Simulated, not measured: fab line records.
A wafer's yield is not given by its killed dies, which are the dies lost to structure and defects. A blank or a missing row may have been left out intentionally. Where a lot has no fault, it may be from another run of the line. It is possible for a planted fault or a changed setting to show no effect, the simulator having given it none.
fab line records    flow nandHarc
[record] lots = 15  wafers = 45  lastDay = 30
route steps=1302 shown P_M1@311 P_M2@326
lots that met no fault: from a run of the same line without faults
startH: start of the lot's first displayed wafer, in hours after the record's first day    waitH: hours since the lot's step before    " unchanged from the row above    L1.1+2: one row covering several wafers at once    - either no value or no given start    * or withheld: withheld    < > ~ a bound
route shown NAME@n: a module of which the file shows steps, and the number in the route of the first    usual: the fault-free wafers' mean and standard deviation    same: alike in all rows    chamber/n: place in a boat    sites: the reading at each site    _std_site: standard deviation of those values    _edge_site: inner sites' mean taken away from outer sites' mean    radiusMm: how far each site lies from the wafer's centre    mask NAME#n: copy n    behind: the tool/chamber that last shaped the wafer    hold: what put the lot on hold/how long, in hours/how the hold closed    device: which transistor (n, p or np) failed to switch    end of line: the tests these same wafers got at the end of their route    where a step has no rows: the recipe by itself    killed: at the first sort, the dies lost to defects and structure; wafer yield is something else    map: per-die view of a wafer (x killed, . not killed, _ where there is no die)
set.NAME: the setting that was run; set.NAME@STEP: the one run at that earlier step    model.NAME: the simulator's own value behind a step, which no gauge read
route steps across a sampled set of lots; one table per step, one row per wafer
services: from which hour (startH, from the record's first day; less than 0 if before it) a tool's chamber was out of use, for how many hours, and why
[[steps]]
[step NHARC_P_M1_CMP_23]
[recipe] tOverpolishS = 20  targetThkNm = 157.82
[usual] motorCurrentA = 11.9/1.3  timeToEndpointS = 28/3
lot.wafer  tool    chamber  startH  waitH  motorCurrentA  timeToEndpointS
L890.4     cmp-02  3        127.00  -      12.0           25
L890.6     "       3        "       "      11.8           24
L890.5     "       0        "       "      11.4           23
L891.2     cmp-04  1        141.68  -      12.1           32
L891.1     "       2        "       "      10.6           27
L891.6     "       0        "       "      12.7           27
L892.2     cmp-02  3        146.23  -      11.8           26
L892.4     "       0        "       "      10.1           25
L892.6     "       2        "       "      10.8           30
L895.2     cmp-01  1        175.74  -      14.5           30
L895.4     "       2        "       "      12.7           29
L895.6     "       0        "       "      10.4           28
L896.2     cmp-04  3        188.80  -      13.0           28
L896.6     "       1        "       "      11.7           31
L896.5     "       2        "       "      9.9            26
L897.1     cmp-02  0        201.85  -      11.2           29
L897.5     "       1        "       "      12.9           26
L897.6     "       2        "       "      10.7           35
L898.4     cmp-01  0        210.79  -      10.2           32
L898.1     "       1        "       "      14.4           33
L898.6     "       1        "       "      15.0           30
L900.3     cmp-04  3        235.43  -      12.0           31
L900.1     "       2        "       "      10.7           29
L900.5     "       0        "       "      12.3           30
L901.2     cmp-02  0        238.45  -      10.9           23
L901.4     "       2        "       "      10.7           30
L901.5     "       0        "       "      11.3           25
L902.1     cmp-01  0        245.11  -      10.5           26
L902.5     "       3        "       "      11.1           24
L902.6     "       0        "       "      10.3           25
L903.1     cmp-04  1        260.70  -      12.2           31
L903.3     "       2        "       "      10.2           28
L903.5     "       0        "       "      12.7           26
L904.4     cmp-04  0        275.07  -      12.0           26
L904.2     "       1        "       "      11.1           30
L904.6     "       3        "       "      12.8           27
L905.3     cmp-02  2        275.74  -      10.6           30
L905.2     "       0        "       "      10.6           26
L905.6     "       2        "       "      11.4           30
L906.1     cmp-04  0        294.29  -      12.4           29
L906.4     "       1        "       "      12.0           34
L906.5     "       3        "       "      12.1           31
L907.2     cmp-02  0        298.30  -      10.5           29
L907.3     "       1        "       "      13.9           26
L907.4     "       2        "       "      11.3           28
[step NHARC_P_M1_THK_MEAS_24]
[recipe] thkMeasGauge = xrf
[usual] thkNm = 157.6/1.8
lot.wafer  tool          chamber  startH  waitH  thkNm
L890.4     filmMetro-02  -        127.32  -      155.2
L890.5     "             -        "       "      156.1
L890.6     "             -        "       "      156.8
L891.1     filmMetro-01  -        141.94  -      157.7
L891.2     "             -        "       "      158.1
L891.6     "             -        "       "      159.7
L892.2     filmMetro-01  -        146.48  -      157.8
L892.4     "             -        "       "      157.9
L892.6     "             -        "       "      159.6
L895.2     filmMetro-02  -        176.03  -      159.3
L895.4     "             -        "       "      158.8
L895.6     "             -        "       "      157.7
L896.2     filmMetro-01  -        189.06  -      157.7
L896.5     "             -        "       "      153.5
L896.6     "             -        "       "      161.1
L897.1     filmMetro-01  -        202.08  -      158.0
L897.5     "             -        "       "      157.5
L897.6     "             -        "       "      158.4
L898.1     filmMetro-01  -        211.11  -      157.0
L898.4     "             -        "       "      161.6
L898.6     "             -        "       "      160.9
L900.1     filmMetro-01  -        235.75  -      159.2
L900.3     "             -        "       "      157.7
L900.5     "             -        "       "      157.9
L901.2     filmMetro-02  -        238.74  -      156.5
L901.4     "             -        "       "      156.5
L901.5     "             -        "       "      157.1
L902.1     filmMetro-01  -        245.40  -      157.0
L902.5     "             -        "       "      155.2
L902.6     "             -        "       "      157.9
L903.1     filmMetro-01  -        260.99  -      159.5
L903.3     "             -        "       "      157.3
L903.5     "             -        "       "      159.2
L904.2     filmMetro-01  -        275.36  -      162.7
L904.4     "             -        "       "      156.9
L904.6     "             -        "       "      157.3
L905.2     filmMetro-02  -        276.06  -      158.3
L905.3     "             -        "       "      158.9
L905.6     "             -        "       "      159.3
L906.1     filmMetro-01  -        294.57  -      158.4
L906.4     "             -        "       "      159.8
L906.5     "             -        "       "      157.5
L907.2     filmMetro-02  -        298.58  -      156.7
L907.3     "             -        "       "      155.5
L907.4     "             -        "       "      159.1
[step NHARC_P_M2_PEB_07]
[recipe] pebTempC = 100  pebTimeS = 65
[usual] chillPlateTempC = 23.01/0.1  exhaustPa = 44.9/0.96  plateTempC = 100.01/0.14
lot.wafer  tool           chamber  startH  waitH  chillPlateTempC  exhaustPa  plateTempC
L890.4     lithoTrack-04  0        128.67  0.0    23.14            43.9       100.12
L890.5     "              0        "       "      23.12            44.7       99.90
L890.6     "              0        "       "      23.03            43.4       99.84
L891.1     lithoTrack-01  0        143.39  0.1    22.96            45.2       100.04
L891.2     "              0        "       "      22.92            45.6       100.10
L891.6     "              0        "       "      23.03            46.2       100.20
L892.2     lithoTrack-01  0        147.83  0.1    22.93            45.1       99.96
L892.4     "              0        "       "      22.90            44.7       99.79
L892.6     "              0        "       "      22.88            43.8       99.92
L895.2     lithoTrack-04  0        177.79  0.1    23.06            43.2       100.08
L895.4     "              0        "       "      23.13            44.2       100.32
L895.6     "              0        "       "      22.78            43.4       100.25
L896.2     lithoTrack-06  0        190.56  0.1    22.93            44.7       100.30
L896.5     "              0        "       "      23.11            43.6       100.10
L896.6     "              0        "       "      23.03            44.0       100.07
L897.1     lithoTrack-06  0        203.59  0.1    23.01            43.6       99.97
L897.5     "              0        "       "      23.07            45.3       100.10
L897.6     "              0        "       "      23.05            44.4       100.13
L898.1     lithoTrack-01  0        212.90  0.1    22.98            45.4       100.31
L898.4     "              0        "       "      22.82            44.4       100.23
L898.6     "              0        "       "      22.92            46.2       100.41
L900.1     lithoTrack-04  0        237.10  0.1    22.84            44.4       99.71
L900.3     "              0        "       "      23.00            42.6       99.81
L900.5     "              0        "       "      23.04            44.1       99.78
L901.2     lithoTrack-06  0        240.22  0.1    23.18            45.6       99.96
L901.4     "              0        "       "      23.09            43.6       100.14
L901.5     "              0        "       "      23.09            44.0       99.73
L902.1     lithoTrack-06  0        246.87  0.1    23.03            46.2       99.95
L902.5     "              0        "       "      23.07            45.1       99.85
L902.6     "              0        "       "      23.08            46.7       100.04
L903.1     lithoTrack-06  0        262.45  0.1    22.97            45.2       99.88
L903.3     "              0        "       "      22.95            45.7       100.01
L903.5     "              0        "       "      23.01            45.7       99.87
L904.2     lithoTrack-06  -        276.83  0.1    -                -          -
L904.4     "              -        "       "      -                -          -
L904.6     "              -        "       "      -                -          -
L905.2     lithoTrack-06  -        277.90  0.1    -                -          -
L905.3     "              -        "       "      -                -          -
L905.6     "              -        "       "      -                -          -
L906.1     lithoTrack-01  -        295.89  0.1    -                -          -
L906.4     "              -        "       "      -                -          -
L906.5     "              -        "       "      -                -          -
L907.2     lithoTrack-06  0        300.06  0.1    23.17            46.1       100.09
L907.3     "              0        "       "      22.95            45.5       100.03
L907.4     "              0        "       "      22.99            46.4       100.19
[step NHARC_P_M2_ETCH_15]
[recipe] targetDepthA = 1825  timeS = 91.2  c4f8FlowSccm = withheld  arFlowSccm = 400  rfW = 600  biasW = 300  chemistry = C4F8/Ar
[usual] oesProductAu = 0.937/0.02  rfVppV = 441.9/2.2
lot.wafer  tool        chamber  startH  waitH  oesProductAu  rfHoursCounterH  rfVppV
L890.4     rieDiel-07  1        -       -      0.967         0.0              444.6
L890.5     "           3        "       "      0.953         -                442.5
L890.6     "           0        "       "      0.969         -                438.9
L891.2     rieDiel-06  2        -       -      0.947         0.1              439.4
L891.1     "           1        "       "      0.950         0.1              443.5
L891.6     "           2        "       "      0.949         -                439.9
L892.2     rieDiel-02  3        -       -      0.933         4.0              439.9
L892.4     "           2        "       "      0.937         4.7              440.8
L892.6     "           0        "       "      0.922         -                441.3
L895.2     rieDiel-06  1        178.33  0.1    0.934         2.2              443.3
L895.4     "           1        "       "      0.937         -                443.8
L895.6     "           2        "       "      0.940         -                438.8
L896.2     rieDiel-06  1        191.09  0.1    0.922         2.7              445.0
L896.6     "           2        "       "      0.923         -                439.5
L896.5     "           1        "       "      0.924         -                445.8
L897.1     rieDiel-07  0        -       -      0.929         4.8              439.4
L897.6     "           3        "       "      0.924         -                441.5
L897.5     "           0        "       "      0.924         -                439.9
L898.1     rieDiel-07  1        -       -      0.904         5.2              444.3
L898.4     "           2        "       "      0.919         4.8              443.9
L898.6     "           2        "       "      0.913         -                443.9
L900.3     rieDiel-02  1        -       -      0.980         1.4              443.7
L900.1     "           3        "       "      0.970         1.3              439.2
L900.5     "           2        "       "      0.989         -                441.9
L901.2     rieDiel-06  2        -       -      0.945         4.7              438.3
L901.5     "           3        "       "      0.941         -                443.2
L901.4     "           2        "       "      0.949         -                438.5
L902.1     rieDiel-07  3        -       -      0.916         6.6              441.5
L902.6     "           2        "       "      0.905         -                443.9
L902.5     "           3        "       "      0.920         -                441.9
L903.3     rieDiel-02  2        -       -      0.932         1.7              441.0
L903.1     "           3        "       "      0.931         1.9              437.4
L903.5     "           2        "       "      0.926         -                442.3
L904.2     rieDiel-07  2        -       -      0.919         8.2              444.0
L904.4     "           3        "       "      0.918         7.6              440.3
L904.6     "           2        "       "      0.906         -                444.8
L905.3     rieDiel-07  1        -       -      0.918         8.8              444.3
L905.2     "           2        "       "      0.896         8.4              445.5
L905.6     "           0        "       "      0.921         -                439.5
L906.1     rieDiel-02  0        -       -      0.932         4.2              440.1
L906.4     "           2        "       "      0.970         4.2              442.9
L906.5     "           3        "       "      0.926         -                438.8
L907.4     rieDiel-06  3        -       -      0.950         6.3              443.7
L907.2     "           0        "       "      0.967         4.2              440.8
L907.3     "           1        "       "      0.965         8.1              444.8
[[services]]
tool           chamber  startH  hours  kind
rieDiel-06     3        103.20  3.8    repair
rieDiel-07     3        106.23  5.0    repair
cmp-04         -        109.04  0.8    repair
cmp-04         -        111.02  4.0    pm
rieDiel-07     -        117.20  9.0    pm
rieDiel-06     -        130.20  9.0    pm
cmp-04         -        134.20  1.2    repair
cmp-02         -        134.50  4.0    pm
cmp-02         -        139.67  2.1    repair
lithoTrack-01  -        155.00  7.0    pm
rieDiel-07     3        165.80  4.2    repair
rieDiel-06     3        172.71  22.3   repair
rieDiel-06     0        176.51  71.6   repair
lithoTrack-06  -        179.00  7.0    pm
cmp-02         -        186.71  3.2    repair
cmp-04         -        209.02  4.0    pm
rieDiel-02     -        217.02  9.0    pm
cmp-02         -        232.50  4.0    pm
rieDiel-02     2        263.44  4.9    repair
rieDiel-07     2        266.82  4.5    repair
cmp-02         -        273.48  0.8    repair
rieDiel-06     1        277.33  7.9    repair
rieDiel-07     1        280.35  4.8    repair
rieDiel-07     -        294.20  9.0    pm
[[key]]
[firstSign] step = NHARC_P_M2_PEB_07  reading = toolRecord  direction = missing
effect none on later readings
metAt NHARC_P_M2_PEB_07
struckLots L904,L905,L906
laterRowsLeftOut L904.2,L904.4,L904.6,L905.2,L905.3,L905.6,L906.1,L906.4,L906.5
sortLeftOut L904.2,L904.4,L904.6,L905.2,L905.3,L905.6,L906.1,L906.4,L906.5
notActingAt NHARC_P_M1_CMP_23,NHARC_P_M1_THK_MEAS_24,NHARC_P_M2_ETCH_15
onsetBetween 262.45 276.83
[fault] kind = skippedStepWhole  tool = lithoTrack-01,lithoTrack-06  chamber = -  onsetH = 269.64  steps = NHARC_P_M2_PEB_07  scope = struckLotsOnly
// sortLeftOut: the simulated sort isn't trusted on such a fault, so these wafers' sort isn't shown, and their yield isn't known
// laterRowsLeftOut: the simulator's readings of these wafers behind a module that went badly wrong aren't trusted and aren't shown, but for the sort
